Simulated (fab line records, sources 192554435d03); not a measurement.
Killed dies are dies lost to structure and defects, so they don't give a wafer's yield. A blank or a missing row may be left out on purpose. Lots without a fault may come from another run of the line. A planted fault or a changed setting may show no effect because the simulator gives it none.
Chamber matching | flow n5_finfet | N5_BEOL_M4_ETCHBACK_99 on rie_diel-05: 4 sister chambers
The step etches SiO2 in CHF3, target depth 5 nm, time 10.4 s. 7 wafers are shown with their chamber, then 8 later ones without.

WAFERS WITH THEIR CHAMBER
wafer  | chamber | rf_vpp_V (V) | throttle_valve_pct (%)
L083.1 | 1       | 248          | 16.85
L083.4 | 0       | 237          | 17.19
L084.2 | 1       | 249          | 16.86
L084.4 | 0       | 239          | 17.19
L088.5 | 2       | 227          | 17.20
L088.6 | 3       | 239          | 17.32
L089.2 | 3       | 240          | 17.31

WAFERS WITHOUT THEIR CHAMBER
wafer  | rf_vpp_V (V) | throttle_valve_pct (%)
L089.5 | 240          | 17.31
L089.6 | 228          | 17.21
L095.2 | 228          | 17.24
L095.4 | 248          | 16.92
L095.5 | 239          | 17.32
L097.3 | 238          | 17.23
L097.4 | 228          | 17.24
L097.6 | 240          | 17.34

WHICH CHAMBER EACH WENT THROUGH
wafer  | from the rows above | in truth
L089.5 | 3                   | 3
L089.6 | 2                   | 2
L095.2 | 2                   | 2
L095.4 | 1                   | 1
L095.5 | 3                   | 3
L097.3 | 0                   | 0
L097.4 | 2                   | 2
L097.6 | 3                   | 3
Placed correctly: 8 of 8. Can't be placed from these rows: 0. Placed wrongly: 0.
How it was worked out, from the rows above alone: a wafer's distance from a chamber is the root of the sum, over the readings, of the square of ((its reading less the chamber's mean) divided by the reading's scatter). The wafer belongs to the nearest chamber; if the next one is less than 2 further off, it can't be placed. A chamber's mean is the mean of its shown wafers. The scatter: the root of (the sum of the squares of (reading less its chamber's mean) over the shown wafers, divided by (wafers less chambers)).
